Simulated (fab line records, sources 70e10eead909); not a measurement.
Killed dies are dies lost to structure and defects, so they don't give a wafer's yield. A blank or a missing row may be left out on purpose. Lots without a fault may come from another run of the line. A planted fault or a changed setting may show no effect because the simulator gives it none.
A struck lot beside a sound one | flow nand_harc | 42 steps out of a route of 1159
Sound: wafers L795.2, L795.3, L795.5. Struck: wafers L783.1, L783.3, L783.5. The cause comes at the end.
At each step with rows: each side's tool, then ch and its chambers, then its first start. Under that, the readings that differ: sound wafers | struck wafers | difference of the means | sigmas: that difference in standard deviations of wafers without a fault.
alike: readings whose means differ by less than 2 such deviations, and words and numbers that are the same on both sides. not compared: withheld readings, readings that some wafer has no value for, bounds like >300 that may hide the same value, and numbers for which the record gives no deviation and whose values overlap.
The two part at a step that has a row with sigmas, a row that says differs or no value, or rows on one side only. Numbers that don't overlap but have no deviation are shown without sigmas and don't part them. A reading that every wafer of one side lacks parts them only if that side has two wafers or more.

first, 4 steps without rows for these wafers: NHARC_P_M2_PVD_20 (deposits TaN, target thk 5 nm, time 8.06 s); NHARC_P_M2_PVD_21 (deposits Cu, target thk 30 nm, time 20.49 s); NHARC_P_M2_ECD_22 (material Cu, target thk 400 nm); NHARC_P_M2_ANNEAL_31 (time 90 s).
NHARC_P_M2_CMP_23: polishes, t overpolish 20 s, target thk 144.3 nm.
  sound on cmp-01 ch 1,2,3, day 10 05:48; struck on cmp-02 ch 1,3, day 7 16:22
  alike: motor_current_A, slurry_flow_ml_min, time_to_endpoint_s
NHARC_P_M2_THK_MEAS_24: measures by xrf.
  sound on film_metro-02, day 10 06:04; struck on film_metro-01, day 7 16:39
  alike: thk_nm
then, 1 step without rows for these wafers: NHARC_P_M2_SRD_25.
NHARC_P_M2_INSPECT_27:
  sound on defect_inspect-02, day 10 06:13; struck on defect_inspect-02, day 7 16:48
  alike: raw_defect_count
then, 1 step without rows for these wafers: NHARC_P_M2_PRE_CLEAN_32 (time 12 s).
NHARC_P_M2_DEP_33: deposits SiCN, target thk 30 nm.
  sound on pecvd-02 ch 0,2, day 10 06:22; struck on pecvd-03 ch 0,1, day 7 16:57
  alike: heater_power_w
then, 1 step without rows for these wafers: NHARC_P_BONDPAD_DEP_00 (deposits SiCN, target thk 250 nm).
NHARC_P_BONDPAD_CMP_32: polishes SiCN, target thk 200 nm.
  sound on cmp-02 ch 0,2, day 10 07:30; struck on cmp-04 ch 1,3, day 7 17:47
  alike: motor_current_A, slurry_flow_ml_min
NHARC_P_BONDPAD_THK_MEAS_33: measures by ellipsometry.
  sound on film_metro-01, day 10 07:45; struck on film_metro-02, day 7 18:02
  reading     | sound             | struck            | difference | sigmas
  thk_nm (nm) | 196.1 197.5 199.0 | 201.1 201.9 202.7 | +4.4       | +3
then, 10 steps without rows for these wafers: NHARC_P_BONDPAD_SRD_34; NHARC_P_BONDPAD_DEHYDRATE_01 (time 120 s); NHARC_P_BONDPAD_HMDS_02 (time 30 s); NHARC_P_BONDPAD_COAT_36 (time 65 s); NHARC_P_BONDPAD_COAT_03 (resist thk 600 nm); NHARC_P_BONDPAD_SOFTBAKE_04 (time 70 s); NHARC_P_BONDPAD_EBR_05; NHARC_P_BONDPAD_EXPOSE_06 (exposes mask P BPAD); NHARC_P_BONDPAD_PEB_07 (peb time 80 s); NHARC_P_BONDPAD_DEVELOP_08 (time 50 s).
NHARC_P_BONDPAD_CD_MEAS_09: target cd 500 nm.
  sound on cd_sem-03 ch 0, day 10 08:19; struck on cd_sem-01 ch 0, day 7 18:29
  alike: cd_nm
NHARC_P_BONDPAD_OVL_MEAS_38:
  sound on overlay-02, day 10 08:25; struck on overlay-02, day 7 18:34
  alike: overlay_x_nm, overlay_y_nm
then, 3 steps without rows for these wafers: NHARC_P_BONDPAD_HARDBAKE_10 (time 65 s); NHARC_P_BONDPAD_DESCUM_11 (chemistry O2, time 3 s); NHARC_P_BONDPAD_ETCH_37 (etches the open film in N2/H2, target depth 60 nm, overetch 18 nm, time 65.91 s).
NHARC_P_BONDPAD_ETCH_12: etches the open film in CHF3/O2, target depth 200 nm, time 100 s.
  sound on rie_diel-13 ch 0,1,2; struck on rie_diel-13 ch 0,1
  alike: drypump_motor_current_A, mfc_ar_sccm, oes_product_au, rf_vpp_V, showerhead_plenum_p_Torr, throttle_valve_pct
  not compared: rf_hours_counter_h
NHARC_P_BONDPAD_CD_MEAS_13:
  sound on cd_sem-02, day 10 08:54; struck on cd_sem-02, day 7 19:01
  alike: cd_nm
then, 4 steps without rows for these wafers: NHARC_P_BONDPAD_STRIP_15 (strips in O2); NHARC_P_BONDPAD_ETCH_24 (etches the open film in CF4/N2, target depth 30 nm, time 72.99 s); NHARC_P_BONDPAD_STRIP_16 (strips in post etch residue remover, time 600 s); NHARC_P_BONDPAD_DEGAS_25 (time 60 s).
NHARC_P_BONDPAD_PRE_CLEAN_26: time 30 s.
  sound on pvd_sputter-03; struck on pvd_sputter-02
  alike: heater_power_w
NHARC_P_BONDPAD_PVD_17: deposits TaN, target thk 5 nm, time 8.06 s.
  sound on pvd_sputter-03; struck on pvd_sputter-02
  alike: throttle_valve_pct
then, 4 steps without rows for these wafers: NHARC_P_BONDPAD_PVD_27 (deposits Cu, target thk 30 nm, time 20.49 s); NHARC_P_BONDPAD_ECD_18 (material Cu, target thk 400 nm); NHARC_P_BONDPAD_ANNEAL_28 (time 90 s); NHARC_P_BONDPAD_CMP_19 (polishes, t overpolish 30 s, cu recess touch 16 s, target thk 160.81 nm).
NHARC_P_BONDPAD_THK_MEAS_20: measures by xrf.
  sound on film_metro-02, day 10 10:59; struck on film_metro-02, day 7 21:06
  alike: thk_nm
-- the record jumps here: 13 days lie between the struck wafers' starts before and after (it left off in module P_BONDPAD and takes up again in module END, whose first step shown is number 1159 of the route) --
NHARC_END_SORT_01:
  the record has rows for the struck wafers here (prober-01 ch 0, day 20 15:22) and none for the sound ones

WHERE THEY PART
First at NHARC_P_BONDPAD_THK_MEAS_33; last, within this record, at NHARC_END_SORT_01.

WHY: what the simulator had put in
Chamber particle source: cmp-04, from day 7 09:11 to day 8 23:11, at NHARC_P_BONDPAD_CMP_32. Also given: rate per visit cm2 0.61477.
